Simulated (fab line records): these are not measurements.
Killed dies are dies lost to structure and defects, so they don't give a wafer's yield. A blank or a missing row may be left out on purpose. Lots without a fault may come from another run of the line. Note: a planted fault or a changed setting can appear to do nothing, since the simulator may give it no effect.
fab line records	flow n5_finfet
[record] lots = 24	wafers = 72	last_day = 20
route steps=1938 shown BEOL_M7@1330 BEOL_M8@1370 BEOL_M9@1414 BEOL_M10@1470
lots with no fault: from the same line, run without faults
start_h: start of the lot's first displayed wafer, in hours after the record's first day	wait_h: time in hours since the lot's previous step	" unchanged from the row above	L1.1+2: one row covering several wafers at once	- either no value or no given start	* or withheld: withheld	< > ~ a bound
route shown NAME@n: NAME is a module with steps in the file, n the number in the route of the first one	usual: mean and standard deviation over wafers with no fault	same: alike in all rows	chamber/n: place in a boat	sites: each site's reading	_std_site: standard deviation of those values	_edge_site: inner sites' mean taken away from outer sites' mean	radius_mm: for every site, how far away it sits from the centre of the wafer	mask NAME#n: copy n	behind: the last tool/chamber to shape the wafer	hold: why the lot went on hold/how many hours it stayed there/how the hold came to an end	device: whichever transistor did not switch (one of n, p or np)	end of line: the tests these same wafers got at the end of their route	where a step has no rows: the recipe by itself	killed: the dies lost at the first sort to structure and to defects; this is not the yield of the wafer	map: a wafer's dies, marking killed ones x, the rest . and places with no die _
set.NAME: setting as actually run; set.NAME@STEP: the setting as run at that earlier step	model.NAME: the simulator's own value behind a step, which no gauge read
the route's steps for a sample of lots (tables are steps, rows are wafers)
services: the hour from which a tool's chamber was out of use, counted from the record's first day as start_h (under 0 if before that day), plus the number of hours and why
[[steps]]
[step N5_BEOL_M7_RS_MEAS_57]
[recipe] thk_meas_gauge = four-point-probe	reads = Cu_of_BEOL_M7_ECD_50+Co_of_BEOL_M7_CVD_78+TaN_of_BEOL_M7_ALD_77
[usual] M7_RS = 0.283/0.0081
lot.wafer	tool	chamber	start_h	wait_h	M7_RS[ohm/sq]
L076.3	film_metro-01	-	240.90	0.1	0.288
L076.4	"	-	"	"	0.281
L076.5	"	-	"	"	0.279
L078.1	film_metro-01	-	252.24	0.1	0.287
L078.3	"	-	"	"	0.286
L078.5	"	-	"	"	0.284
L074.2	film_metro-01	-	257.28	0.1	0.267
L074.3	"	-	"	"	0.281
L074.4	"	-	"	"	0.277
L077.3	film_metro-02	-	263.18	0.1	0.282
L077.4	"	-	"	"	0.277
L077.5	"	-	"	"	0.278
L079.3	film_metro-01	-	264.19	0.1	0.282
L079.4	"	-	"	"	0.289
L079.6	"	-	"	"	0.284
L080.2	film_metro-02	-	265.08	0.1	0.296
L080.4	"	-	"	"	0.300
L080.6	"	-	"	"	0.285
L075.1	film_metro-02	-	266.92	0.1	0.290
L075.4	"	-	"	"	0.282
L075.5	"	-	"	"	0.295
L082.1	film_metro-01	-	284.38	0.1	0.290
L082.4	"	-	"	"	0.282
L082.6	"	-	"	"	0.286
L081.2	film_metro-02	-	284.92	0.1	0.289
L081.3	"	-	"	"	0.283
L081.5	"	-	"	"	0.287
L083.1	film_metro-02	-	287.67	0.1	0.271
L083.2	"	-	"	"	0.271
L083.6	"	-	"	"	0.269
L086.2	film_metro-02	-	310.21	0.1	0.283
L086.3	"	-	"	"	0.299
L086.4	"	-	"	"	0.289
L085.1	film_metro-01	-	314.66	0.1	0.283
L085.3	"	-	"	"	0.282
L085.6	"	-	"	"	0.280
L084.2	film_metro-02	-	314.74	0.1	0.291
L084.4	"	-	"	"	0.282
L084.5	"	-	"	"	0.272
L087.3	film_metro-02	-	325.93	0.1	0.270
L087.4	"	-	"	"	0.270
L087.5	"	-	"	"	0.274
L088.3	film_metro-02	-	337.31	0.1	0.275
L088.5	"	-	"	"	0.273
L088.6	"	-	"	"	0.265
L089.1	film_metro-01	-	337.60	0.1	0.288
L089.3	"	-	"	"	0.280
L089.4	"	-	"	"	0.278
L091.3	film_metro-02	-	338.19	0.1	0.290
L091.4	"	-	"	"	0.284
L091.5	"	-	"	"	0.275
L090.1	film_metro-02	-	346.18	0.1	0.280
L090.2	"	-	"	"	0.287
L090.6	"	-	"	"	0.294
L094.2	film_metro-01	-	347.02	0.1	0.284
L094.3	"	-	"	"	0.266
L094.6	"	-	"	"	0.288
L092.1	film_metro-02	-	355.15	0.1	0.283
L092.3	"	-	"	"	0.277
L092.6	"	-	"	"	0.296
L093.3	film_metro-02	-	359.72	0.1	0.278
L093.5	"	-	"	"	0.289
L093.6	"	-	"	"	0.294
L096.1	film_metro-01	-	382.04	0.1	0.270
L096.2	"	-	"	"	0.282
L096.4	"	-	"	"	0.291
L095.1	film_metro-02	-	382.50	0.1	0.286
L095.2	"	-	"	"	0.296
L095.3	"	-	"	"	0.289
L097.3	film_metro-02	-	410.13	0.1	0.272
L097.5	"	-	"	"	0.279
L097.6	"	-	"	"	0.284
[step N5_BEOL_M8_ETCH_65]
[recipe] chemistry = CF4	target = SiARC	target_depth_a = 156	mask_material = CAR-EUV	time_s = 26	ion_energy_ev = 80	pressure_mtorr = 40	source_w = 545	bias_w = 36	Ar_flow_sccm = 100	cf4_flow_sccm = 100	ends = cleared
[usual] drypump_motor_current_A = 5.8/0.54	etch_rf_on_time_s = 25.7/0.6	oes_product_au = 0.69/0.091	rf_vpp_V = 184.2/1.2	showerhead_plenum_p_Torr = 2.16/0.074	throttle_valve_pct = 15.5/0.32
lot.wafer	tool	chamber	start_h	wait_h	drypump_motor_current_A	etch_rf_on_time_s	oes_product_au	rf_hours_counter_h	rf_vpp_V	showerhead_plenum_p_Torr	throttle_valve_pct
L076.3	rie_diel-03	1	247.66	0.0	5.9	24.7	0.65	184	185.8	2.22	16.1
L076.4	"	2	"	"	5.6	26.2	0.60	-	182.0	2.04	15.7
L076.5	"	0	"	"	4.9	24.7	0.78	-	182.8	2.11	15.3
L078.1	rie_diel-02	2	257.94	0.0	5.2	24.7	0.82	7	184.1	2.12	15.3
L078.3	"	1	"	"	5.5	26.4	0.59	241	183.0	2.10	16.0
L078.5	"	3	"	"	6.3	25.8	0.60	-	182.2	2.04	15.5
L074.2	rie_diel-03	1	260.94	0.0	6.0	25.1	0.65	192	184.3	2.21	16.1
L074.3	"	2	"	"	5.6	26.5	0.59	205	181.4	2.04	15.7
L074.4	"	1	"	"	5.9	25.0	0.65	-	183.3	2.21	16.1
L077.3	rie_diel-06	1	266.65	0.0	5.2	25.4	0.59	223	184.7	2.20	15.7
L077.4	"	2	"	"	6.2	26.5	0.57	245	185.7	2.18	15.7
L077.5	"	2	"	"	6.2	26.4	0.57	-	184.7	2.18	15.7
L079.3	rie_diel-02	1	268.64	0.0	5.5	27.1	0.58	245	183.6	2.10	16.0
L079.4	"	3	"	"	6.4	26.2	0.60	215	183.7	2.04	15.5
L079.6	"	1	"	"	5.5	27.2	0.58	-	182.4	2.10	16.0
L080.2	rie_diel-06	0	269.04	0.0	5.9	26.0	0.61	216	184.7	2.20	15.8
L080.4	"	2	"	"	6.1	26.7	0.56	-	185.1	2.18	15.7
L080.6	"	0	"	"	5.9	26.2	0.61	-	184.4	2.20	15.8
L075.1	rie_diel-03	2	273.56	0.0	5.6	26.5	0.59	211	182.3	2.04	15.7
L075.4	"	0	"	"	4.9	25.1	0.76	35	183.3	2.11	15.3
L075.5	"	0	"	"	4.9	24.9	0.76	-	184.5	2.11	15.3
L081.2	rie_diel-03	0	289.86	0.0	4.9	25.1	0.75	40	182.9	2.11	15.3
L081.3	"	1	"	"	5.9	25.0	0.64	203	186.2	2.21	16.1
L081.5	"	3	"	"	6.1	25.8	0.83	-	185.7	2.27	15.1
L082.1	rie_diel-03	2	290.26	0.0	5.6	26.8	0.59	217	182.8	2.04	15.7
L082.4	"	0	"	"	4.9	25.1	0.75	40	182.7	2.11	15.4
L082.6	"	0	"	"	4.9	25.3	0.75	-	183.1	2.11	15.3
L083.1	rie_diel-03	3	292.04	0.0	6.1	26.0	0.83	7	185.7	2.27	15.1
L083.2	"	2	"	"	5.6	26.6	0.59	218	183.3	2.04	15.7
L083.6	"	2	"	"	5.6	26.4	0.60	-	183.0	2.04	15.7
L086.2	rie_diel-06	0	316.23	0.0	5.9	26.0	0.60	238	184.3	2.19	15.8
L086.3	"	2	"	"	6.1	25.7	0.82	3	183.4	2.18	15.2
L086.4	"	3	"	"	6.8	25.8	0.80	12	183.4	2.20	15.3
L085.1	rie_diel-06	1	324.37	0.0	5.2	25.4	0.58	247	185.2	2.20	15.8
L085.3	"	0	"	"	5.9	26.1	0.60	239	185.9	2.19	15.9
L085.6	"	2	"	"	6.2	25.6	0.81	-	184.2	2.17	15.3
L084.2	rie_diel-03	3	324.51	0.0	6.1	26.0	0.81	19	186.0	2.26	15.1
L084.4	"	0	"	"	4.9	24.9	0.74	52	183.1	2.10	15.4
L084.5	"	0	"	"	4.9	24.9	0.74	-	182.9	2.10	15.4
L087.3	rie_diel-06	0	329.45	0.0	5.9	26.4	0.58	240	184.3	2.19	15.9
L087.4	"	2	"	"	6.2	26.0	0.79	6	184.1	2.17	15.3
L087.5	"	1	"	"	5.2	25.5	0.57	-	183.7	2.20	15.8
L088.3	rie_diel-03	1	341.42	0.0	6.0	24.8	0.64	219	185.4	2.20	16.2
L088.5	"	2	"	"	5.6	26.3	0.59	-	183.7	2.03	15.7
L088.6	"	3	"	"	6.1	25.7	0.80	-	185.7	2.26	15.2
L089.1	rie_diel-02	0	341.49	0.0	6.1	25.1	0.73	76	184.7	2.25	15.1
L089.3	"	1	"	"	5.5	25.7	0.79	18	183.1	2.09	15.6
L089.4	"	2	"	"	5.2	25.4	0.76	37	184.4	2.11	15.4
L091.3	rie_diel-03	3	343.06	0.0	6.1	25.8	0.79	25	184.4	2.26	15.2
L091.4	"	3	"	"	6.1	25.7	0.80	-	185.4	2.26	15.2
L091.5	"	0	"	"	4.9	25.0	0.73	-	185.0	2.10	15.4
L094.2	rie_diel-02	1	353.07	0.0	5.5	25.8	0.77	21	182.9	2.09	15.6
L094.3	"	3	"	"	6.4	25.8	0.58	246	183.6	2.03	15.5
L094.6	"	1	"	"	5.5	25.8	0.76	-	185.3	2.09	15.6
L090.1	rie_diel-06	2	353.18	0.0	6.2	25.8	0.78	16	183.8	2.17	15.3
L090.2	"	3	"	"	6.8	26.3	0.76	26	185.8	2.20	15.3
L090.6	"	2	"	"	6.2	25.6	0.78	-	183.4	2.17	15.3
L092.1	rie_diel-03	3	360.61	0.0	6.1	25.7	0.79	30	185.7	2.26	15.2
L092.3	"	1	"	"	5.9	24.8	0.63	226	185.2	2.20	16.2
L092.6	"	2	"	"	5.6	26.3	0.59	-	183.3	2.03	15.7
L093.3	rie_diel-03	0	365.14	0.0	4.9	25.0	0.72	66	182.9	2.10	15.4
L093.5	"	0	"	"	4.9	24.7	0.72	-	182.6	2.10	15.4
L093.6	"	3	"	"	6.1	25.8	0.78	-	186.2	2.26	15.2
L096.1	rie_diel-06	3	387.59	0.0	6.8	26.1	0.74	43	184.5	2.19	15.4
L096.2	"	1	"	"	5.2	25.4	0.79	12	185.9	2.19	15.4
L096.4	"	1	"	"	5.2	25.4	0.81	-	184.5	2.19	15.4
L095.1	rie_diel-03	1	388.13	0.0	5.9	24.5	0.63	237	184.6	2.20	16.2
L095.2	"	3	"	"	6.1	25.4	0.77	41	186.4	2.25	15.2
L095.3	"	0	"	"	4.9	24.5	0.72	74	184.2	2.09	15.4
L097.3	rie_diel-06	3	414.50	0.0	6.8	26.0	0.72	-	184.7	2.19	15.4
L097.5	"	3	"	"	6.8	26.1	0.72	-	183.0	2.19	15.4
L097.6	"	2	"	"	6.2	25.6	0.73	-	184.1	2.16	15.3
[step N5_BEOL_M9_CD_MEAS_11]
[recipe] target_cd_nm = 64.1	landing_energy_ev = 500	detector = se_inlens	polarity = opening
[usual] cd_nm = 64.6/0.52
lot.wafer	tool	chamber	start_h	wait_h	cd_nm
L076.3	cd_sem-03	0	252.43	-	64.9
L076.4	"	0	"	"	64.4
L076.5	"	0	"	"	65.3
L078.1	cd_sem-02	0	262.02	-	63.9
L078.3	"	0	"	"	64.0
L078.5	"	0	"	"	64.4
L074.2	cd_sem-01	0	267.13	-	64.7
L074.3	"	0	"	"	64.0
L074.4	"	0	"	"	64.6
L077.3	cd_sem-02	0	271.23	-	64.2
L077.4	"	0	"	"	64.4
L077.5	"	0	"	"	64.5
L079.3	cd_sem-01	0	274.21	-	64.2
L079.4	"	0	"	"	63.1
L079.6	"	0	"	"	64.1
L080.2	cd_sem-01	0	274.97	-	65.3
L080.4	"	0	"	"	64.8
L080.6	"	0	"	"	65.1
L075.1	cd_sem-01	0	278.97	-	64.5
L075.4	"	0	"	"	64.0
L075.5	"	0	"	"	64.7
L081.2	cd_sem-01	0	294.01	-	63.9
L081.3	"	0	"	"	65.0
L081.5	"	0	"	"	64.4
L082.1	cd_sem-02	0	296.03	-	64.8
L082.4	"	0	"	"	64.9
L082.6	"	0	"	"	64.7
L083.1	cd_sem-02	0	296.85	-	64.0
L083.2	"	0	"	"	63.9
L083.6	"	0	"	"	64.6
L086.2	cd_sem-02	0	325.06	-	64.7
L086.3	"	0	"	"	64.4
L086.4	"	0	"	"	65.2
L085.1	cd_sem-03	0	328.93	-	64.8
L085.3	"	0	"	"	65.2
L085.6	"	0	"	"	65.5
L084.2	cd_sem-03	0	330.81	-	64.2
L084.4	"	0	"	"	65.3
L084.5	"	0	"	"	64.7
L087.3	cd_sem-02	0	335.33	-	64.8
L087.4	"	0	"	"	64.6
L087.5	"	0	"	"	63.9
L088.3	cd_sem-03	0	346.94	-	64.2
L088.5	"	0	"	"	64.8
L088.6	"	0	"	"	63.8
L089.1	cd_sem-02	0	347.10	-	64.4
L089.3	"	0	"	"	64.7
L089.4	"	0	"	"	63.4
L091.3	cd_sem-02	0	350.33	-	65.7
L091.4	"	0	"	"	64.2
L091.5	"	0	"	"	64.8
L094.2	cd_sem-02	0	358.34	-	64.2
L094.3	"	0	"	"	63.8
L094.6	"	0	"	"	64.9
L090.1	cd_sem-03	0	360.84	-	66.2
L090.2	"	0	"	"	64.9
L090.6	"	0	"	"	65.5
L092.1	cd_sem-02	0	366.67	-	63.7
L092.3	"	0	"	"	63.8
L092.6	"	0	"	"	64.4
L093.3	cd_sem-01	0	370.20	-	64.6
L093.5	"	0	"	"	64.0
L093.6	"	0	"	"	64.8
L096.1	cd_sem-03	0	394.02	-	65.1
L096.2	"	0	"	"	64.7
L096.4	"	0	"	"	64.7
L095.1	cd_sem-03	0	395.82	-	64.9
L095.2	"	0	"	"	64.5
L095.3	"	0	"	"	64.5
L097.3	cd_sem-01	0	420.60	-	64.7
L097.5	"	0	"	"	64.7
L097.6	"	0	"	"	65.3
[step N5_BEOL_M9_OVL_MEAS_12]
[recipe] points_per_wafer = 44
[usual] M9_OVL = 0.2/0.86
lot.wafer	tool	chamber	start_h	wait_h	M9_OVL[nm]
L076.3	overlay-02	0	252.46	0.0	2.0
L076.4	"	0	"	"	1.9
L076.5	"	0	"	"	2.1
L078.1	overlay-01	0	262.05	0.0	0.1
L078.3	"	0	"	"	0.5
L078.5	"	0	"	"	0.3
L074.2	overlay-01	0	267.16	0.0	0.8
L074.3	"	0	"	"	-0.6
L074.4	"	0	"	"	0.8
L077.3	overlay-01	0	271.29	0.1	1.3
L077.4	"	0	"	"	0.4
L077.5	"	0	"	"	0.1
L079.3	overlay-01	0	274.24	0.0	2.2
L079.4	"	0	"	"	0.7
L079.6	"	0	"	"	0.8
L080.2	overlay-01	0	275.00	0.0	-0.3
L080.4	"	0	"	"	0.1
L080.6	"	0	"	"	-0.5
L075.1	overlay-02	0	279.00	0.0	0.3
L075.4	"	0	"	"	0.4
L075.5	"	0	"	"	0.1
L081.2	overlay-02	0	294.04	0.0	0.3
L081.3	"	0	"	"	0.4
L081.5	"	0	"	"	0.1
L082.1	overlay-02	0	296.06	0.0	-0.9
L082.4	"	0	"	"	-0.1
L082.6	"	0	"	"	-0.5
L083.1	overlay-02	0	296.88	0.0	0.3
L083.2	"	0	"	"	0.4
L083.6	"	0	"	"	-0.9
L086.2	overlay-02	0	325.09	0.0	0.7
L086.3	"	0	"	"	-0.1
L086.4	"	0	"	"	1.6
L085.1	overlay-01	0	328.96	0.0	-0.8
L085.3	"	0	"	"	-0.8
L085.6	"	0	"	"	0.3
L084.2	overlay-02	0	330.84	0.0	0.7
L084.4	"	0	"	"	-0.1
L084.5	"	0	"	"	1.3
L087.3	overlay-01	0	335.36	0.0	0.8
L087.4	"	0	"	"	-0.3
L087.5	"	0	"	"	-0.1
L088.3	overlay-01	0	346.97	0.0	1.0
L088.5	"	0	"	"	1.1
L088.6	"	0	"	"	0.7
L089.1	overlay-01	0	347.13	0.0	-0.3
L089.3	"	0	"	"	-1.8
L089.4	"	0	"	"	-0.2
L091.3	overlay-02	0	350.36	0.0	0.8
L091.4	"	0	"	"	-0.1
L091.5	"	0	"	"	0.5
L094.2	overlay-02	0	358.37	0.0	0.9
L094.3	"	0	"	"	-0.7
L094.6	"	0	"	"	0.7
L090.1	overlay-02	0	360.87	0.0	-0.2
L090.2	"	0	"	"	0.4
L090.6	"	0	"	"	0.9
L092.1	overlay-01	0	366.70	0.0	-0.8
L092.3	"	0	"	"	-0.7
L092.6	"	0	"	"	-1.1
L093.3	overlay-01	0	370.24	0.0	-0.5
L093.5	"	0	"	"	-0.2
L093.6	"	0	"	"	0.3
L096.1	overlay-02	0	394.06	0.0	0.4
L096.2	"	0	"	"	1.3
L096.4	"	0	"	"	0.9
L095.1	overlay-02	0	395.85	0.0	0.9
L095.2	"	0	"	"	-0.6
L095.3	"	0	"	"	-0.5
L097.3	overlay-02	0	420.63	0.0	1.0
L097.5	"	0	"	"	0.0
L097.6	"	0	"	"	-2.4
[step N5_BEOL_M9_INSPECT_13]
[recipe] mode = adi	inspect_instrument = brightfield
[usual] raw_defect_count = 431/120
lot.wafer	tool	chamber	start_h	wait_h	raw_defect_count
L076.3	defect_inspect-02	-	252.48	0.0	333
L076.4	"	-	"	"	571
L076.5	"	-	"	"	471
L078.1	defect_inspect-02	-	262.08	0.0	758
L078.3	"	-	"	"	628
L078.5	"	-	"	"	580
L074.2	defect_inspect-01	-	267.18	0.0	312
L074.3	"	-	"	"	408
L074.4	"	-	"	"	513
L077.3	defect_inspect-02	-	271.32	0.0	402
L077.4	"	-	"	"	255
L077.5	"	-	"	"	338
L079.3	defect_inspect-02	-	274.27	0.0	406
L079.4	"	-	"	"	572
L079.6	"	-	"	"	572
L080.2	defect_inspect-01	-	275.02	0.0	350
L080.4	"	-	"	"	496
L080.6	"	-	"	"	449
L075.1	defect_inspect-01	-	279.02	0.0	255
L075.4	"	-	"	"	186
L075.5	"	-	"	"	294
L081.2	defect_inspect-02	-	294.06	0.0	462
L081.3	"	-	"	"	493
L081.5	"	-	"	"	344
L082.1	defect_inspect-01	-	296.09	0.0	310
L082.4	"	-	"	"	608
L082.6	"	-	"	"	486
L083.1	defect_inspect-02	-	296.90	0.0	958
L083.2	"	-	"	"	504
L083.6	"	-	"	"	664
L086.2	defect_inspect-01	-	325.11	0.0	402
L086.3	"	-	"	"	324
L086.4	"	-	"	"	368
L085.1	defect_inspect-02	-	328.99	0.0	393
L085.3	"	-	"	"	426
L085.6	"	-	"	"	446
L084.2	defect_inspect-02	-	330.87	0.0	344
L084.4	"	-	"	"	328
L084.5	"	-	"	"	324
L087.3	defect_inspect-02	-	335.39	0.0	418
L087.4	"	-	"	"	501
L087.5	"	-	"	"	587
L088.3	defect_inspect-02	-	347.00	0.0	441
L088.5	"	-	"	"	473
L088.6	"	-	"	"	559
L089.1	defect_inspect-01	-	347.15	0.0	390
L089.3	"	-	"	"	393
L089.4	"	-	"	"	322
L091.3	defect_inspect-02	-	350.39	0.0	331
L091.4	"	-	"	"	504
L091.5	"	-	"	"	402
L094.2	defect_inspect-01	-	358.40	0.0	475
L094.3	"	-	"	"	434
L094.6	"	-	"	"	545
L090.1	defect_inspect-02	-	360.90	0.0	343
L090.2	"	-	"	"	345
L090.6	"	-	"	"	383
L092.1	defect_inspect-01	-	366.72	0.0	427
L092.3	"	-	"	"	306
L092.6	"	-	"	"	388
L093.3	defect_inspect-01	-	370.26	0.0	456
L093.5	"	-	"	"	347
L093.6	"	-	"	"	428
L096.1	defect_inspect-02	-	394.08	0.0	456
L096.2	"	-	"	"	385
L096.4	"	-	"	"	405
L095.1	defect_inspect-02	-	395.87	0.0	412
L095.2	"	-	"	"	539
L095.3	"	-	"	"	468
L097.3	defect_inspect-01	-	420.65	0.0	405
L097.5	"	-	"	"	434
L097.6	"	-	"	"	344
[step N5_BEOL_M10_ILD_DEP_00]
[recipe] material = SiCOH_lowk	target_thk_a = 3085.1	temp_c = 300	precursor = DEMS/porogen	pressure_torr = 5	rf_w = 500	time_s = 58
[usual] heater_power_w = 318/48	showerhead_plenum_p_Torr = 5.732/0.019	throttle_valve_pct = 13.8/0.62
lot.wafer	tool	chamber	start_h	wait_h	heater_power_w	showerhead_plenum_p_Torr	throttle_valve_pct
L076.3	pecvd-02	1	258.43	0.0	297	5.757	13.9
L076.4	"	1	"	"	305	5.759	13.9
L076.5	"	2	"	"	401	5.704	14.2
L078.1	pecvd-04	2	267.97	0.0	309	5.724	12.7
L078.3	"	1	"	"	331	5.753	13.2
L078.5	"	1	"	"	257	5.745	13.3
L074.2	pecvd-04	2	271.36	0.0	314	5.733	12.8
L074.3	"	0	"	"	234	5.749	14.6
L074.4	"	1	"	"	308	5.758	13.4
L077.3	pecvd-02	2	276.02	0.0	393	5.700	14.1
L077.4	"	1	"	"	358	5.753	13.9
L077.5	"	2	"	"	400	5.717	14.3
L079.3	pecvd-01	2	280.16	0.1	244	5.710	13.5
L079.4	"	0	"	"	276	5.741	14.5
L079.6	"	2	"	"	262	5.727	13.3
L080.2	pecvd-04	0	280.82	0.0	262	5.735	14.6
L080.4	"	1	"	"	278	5.759	13.4
L080.6	"	2	"	"	242	5.721	12.9
L075.1	pecvd-04	2	284.86	0.0	318	5.727	13.4
L075.4	"	0	"	"	256	5.735	14.7
L075.5	"	2	"	"	237	5.727	13.1
L081.2	pecvd-02	2	298.48	0.0	337	5.698	14.0
L081.3	"	0	"	"	367	5.755	14.3
L081.5	"	1	"	"	335	5.762	13.8
L083.1	pecvd-01	1	301.84	0.0	307	5.711	13.1
L083.2	"	0	"	"	329	5.738	14.7
L083.6	"	0	"	"	338	5.734	14.6
L082.1	pecvd-04	2	301.96	0.0	272	5.730	13.0
L082.4	"	0	"	"	234	5.739	14.4
L082.6	"	1	"	"	313	5.746	13.3
L086.2	pecvd-02	2	329.59	0.0	405	5.705	14.1
L086.3	"	0	"	"	346	5.743	14.6
L086.4	"	2	"	"	417	5.696	14.3
L084.2	pecvd-02	2	336.96	0.0	336	5.708	14.4
L084.4	"	1	"	"	276	5.754	13.6
L084.5	"	0	"	"	394	5.753	14.4
L085.1	pecvd-02	0	337.24	0.0	344	5.741	14.3
L085.3	"	2	"	"	406	5.700	14.0
L085.6	"	0	"	"	368	5.746	14.2
L087.3	pecvd-04	2	339.57	0.1	310	5.730	13.2
L087.4	"	1	"	"	334	5.740	13.3
L087.5	"	2	"	"	306	5.731	13.1
L088.3	pecvd-01	0	354.92	0.0	286	5.752	14.7
L088.5	"	1	"	"	291	5.718	13.0
L088.6	"	0	"	"	303	5.732	14.7
L089.1	pecvd-01	2	355.49	0.0	272	5.707	13.5
L089.3	"	0	"	"	325	5.738	14.7
L089.4	"	2	"	"	285	5.712	13.8
L091.3	pecvd-04	2	356.90	0.1	292	5.720	13.1
L091.4	"	1	"	"	269	5.754	13.4
L091.5	"	1	"	"	272	5.735	13.3
L094.2	pecvd-04	1	362.92	0.0	277	5.740	13.2
L094.3	"	2	"	"	275	5.723	13.3
L094.6	"	1	"	"	292	5.750	13.4
L090.1	pecvd-02	1	365.81	0.0	315	5.739	13.8
L090.2	"	2	"	"	360	5.711	14.1
L090.6	"	1	"	"	332	5.744	14.1
L092.1	pecvd-02	2	372.50	0.0	372	5.716	14.2
L092.3	"	2	"	"	386	5.699	14.3
L092.6	"	1	"	"	292	5.742	14.0
L093.3	pecvd-01	0	375.24	0.0	341	5.727	15.0
L093.5	"	0	"	"	344	5.738	14.9
L093.6	"	2	"	"	286	5.711	13.4
L096.1	pecvd-02	0	399.47	0.0	378	5.767	14.3
L096.2	"	2	"	"	403	5.703	14.2
L096.4	"	2	"	"	421	5.700	14.0
L095.1	pecvd-01	2	401.05	0.0	286	5.734	13.6
L095.2	"	0	"	"	343	5.746	14.8
L095.3	"	1	"	"	341	5.701	13.0
L097.3	pecvd-01	0	426.12	0.0	341	5.737	14.8
L097.5	"	1	"	"	330	5.697	13.1
L097.6	"	0	"	"	342	5.730	14.9
[[services]]
tool	chamber	start_h	hours	kind
rie_diel-03	2	232.24	9.5	repair
rie_diel-06	-	234.94	0.5	repair
pecvd-01	-	236.93	14.6	pm
pecvd-02	0	241.45	3.9	repair
rie_diel-03	3	245.80	5.4	repair
rie_diel-03	3	251.28	-	clean
rie_diel-03	3	251.28	-	consumable_replace:focus_ring
rie_diel-03	3	251.28	-	consumable_replace:showerhead
rie_diel-03	3	251.28	21.2	scheduled_down
rie_diel-03	3	251.28	21.2	vent_cycle
pecvd-01	-	266.95	2.8	pm
pecvd-01	1	278.52	4.2	repair
pecvd-01	2	284.94	19.7	repair
pecvd-04	-	296.71	4.4	repair
rie_diel-02	-	336.28	0.6	repair
pecvd-02	0	355.07	39.7	repair
rie_diel-06	0	391.80	48.8	repair
rie_diel-03	2	392.46	-	clean
rie_diel-03	2	392.46	-	consumable_replace:focus_ring
rie_diel-03	2	392.46	-	consumable_replace:showerhead
rie_diel-03	2	392.46	18.3	scheduled_down
rie_diel-03	2	392.46	18.3	vent_cycle
rie_diel-06	1	404.37	14.4	repair
rie_diel-03	1	418.72	-	clean
[[key]]
fault none
